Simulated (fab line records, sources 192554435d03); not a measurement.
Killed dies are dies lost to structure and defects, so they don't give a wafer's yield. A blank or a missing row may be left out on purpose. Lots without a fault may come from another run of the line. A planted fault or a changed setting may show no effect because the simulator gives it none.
A struck lot beside a sound one | flow n5_finfet | 15 steps out of a route of 1938
Sound: wafers L961.1, L961.2, L961.6. Struck: wafers L974.2, L974.5, L974.6. The cause comes at the end.
At each step with rows: each side's tool, then ch and its chambers, then its first start. Under that, the readings that differ: sound wafers | struck wafers | difference of the means | sigmas: that difference in standard deviations of wafers without a fault.
alike: readings whose means differ by less than 2 such deviations, and words and numbers that are the same on both sides. not compared: withheld readings, readings that some wafer has no value for, bounds like >300 that may hide the same value, and numbers for which the record gives no deviation and whose values overlap.
The two part at a step that has a row with sigmas, a row that says differs or no value, or rows on one side only. Numbers that don't overlap but have no deviation are shown without sigmas and don't part them. A reading that every wafer of one side lacks parts them only if that side has two wafers or more.

first, 1 step without rows for these wafers: N5_BEOL_M15_HARDBAKE_14 (time 120 s).
N5_BEOL_M15_CD_MEAS_10: target cd 360 nm.
  sound on cd_sem-01 ch 0, day 11 14:24; struck on cd_sem-02 ch 0, day 15 07:04
  alike: cd_nm
N5_BEOL_M15_OVL_MEAS_11:
  sound on overlay-02 ch 0, day 11 14:26; struck on overlay-01 ch 0, day 15 07:06
  alike: V14_OVL
N5_BEOL_M15_INSPECT_12: inspects for defects (macro).
  sound on defect_inspect-01, day 11 14:28; struck on defect_inspect-02, day 15 07:08
  alike: raw_defect_count
then, 1 step without rows for these wafers: N5_BEOL_M15_DESCUM_15 (chemistry O2, time 7.9 s).
N5_BEOL_M15_ETCH_59: etches BARC in N2/H2, target depth 89 nm, overetch 26.7 nm, time 67.9 s.
  sound on rie_diel-06 ch 0,2,3, day 11 14:32; struck on rie_diel-05 ch 0,1,3, day 15 07:34
  alike: drypump_motor_current_A, oes_product_au, rf_vpp_V, showerhead_plenum_p_Torr, throttle_valve_pct
  not compared: rf_hours_counter_h
N5_BEOL_M15_VIA_ETCH_16: etches SiO2 in C4F8/O2/Ar, target depth 1792.2 nm.
  sound on rie_diel-06 ch 0,2,3, day 11 14:35; struck on rie_diel-05 ch 0,1,3, day 15 07:37
  alike: drypump_motor_current_A, oes_product_au, rf_vpp_V, showerhead_plenum_p_Torr, throttle_valve_pct
N5_BEOL_M15_STRIP_63: strips in O2.
  sound on rie_diel-06 ch 0,2,3; struck on rie_diel-05 ch 0,1,3
  alike: drypump_motor_current_A, oes_product_au, rf_vpp_V, showerhead_plenum_p_Torr, throttle_valve_pct
  not compared: rf_hours_counter_h
N5_BEOL_M15_STRIP_64: strips in O2.
  sound on rie_diel-06 ch 0,2,3; struck on rie_diel-05 ch 0,1,3
  alike: drypump_motor_current_A, oes_product_au, rf_vpp_V, showerhead_plenum_p_Torr, throttle_valve_pct
  not compared: rf_hours_counter_h
then, 2 steps without rows for these wafers: N5_BEOL_M15_STRIP_65 (strips in post etch residue remover, time 60 s); N5_BEOL_M15_SRD_66 (time 30 s, dry time 30 s).
N5_BEOL_M15_CD_MEAS_17: target cd 360 nm.
  sound on cd_sem-01, day 11 14:59; struck on cd_sem-01, day 15 08:02
  alike: cd_nm
N5_BEOL_M15_COAT_56: time 60 s, resist thk 550 nm.
  sound on litho_track-04 ch 0, day 11 15:02; struck on litho_track-03 ch 0, day 15 08:05
  reading                     | sound                | struck               | difference | sigmas
  dispense_pressure_kPa (kPa) | 42.1 42.1 42.1       | 48.4 48.4 48.4       | +6.3       | +2
  heater_power_total_W (W)    | 500.5 498.2 498.1    | 518.1 524.0 518.3    | +21.2      | +12
  plate_temp_C (C)            | 249.79 250.01 250.13 | 258.40 258.47 258.15 | +8.36      | +46
  alike: resist_line_temp_C, spin_speed_rpm
N5_BEOL_M15_ETCH_57: etches SOC in N2/H2, time 750 s.
  sound on rie_diel-02 ch 0,1,2, day 11 15:05; struck on rie_diel-05 ch 0,1,3, day 15 08:08
  alike: drypump_motor_current_A, oes_product_au, rf_vpp_V, showerhead_plenum_p_Torr, throttle_valve_pct
  not compared: rf_hours_counter_h
then, 1 step without rows for these wafers: N5_PASSIVATION_PROBE_49.

WHERE THEY PART
Only at N5_BEOL_M15_COAT_56, within this record. Later steps at which nothing parts them and some readings are alike: N5_BEOL_M15_ETCH_57.

WHY: what the simulator had put in
Process parameter drift: litho_track-03, from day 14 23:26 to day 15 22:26, at N5_BEOL_M15_COAT_56. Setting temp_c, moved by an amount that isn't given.
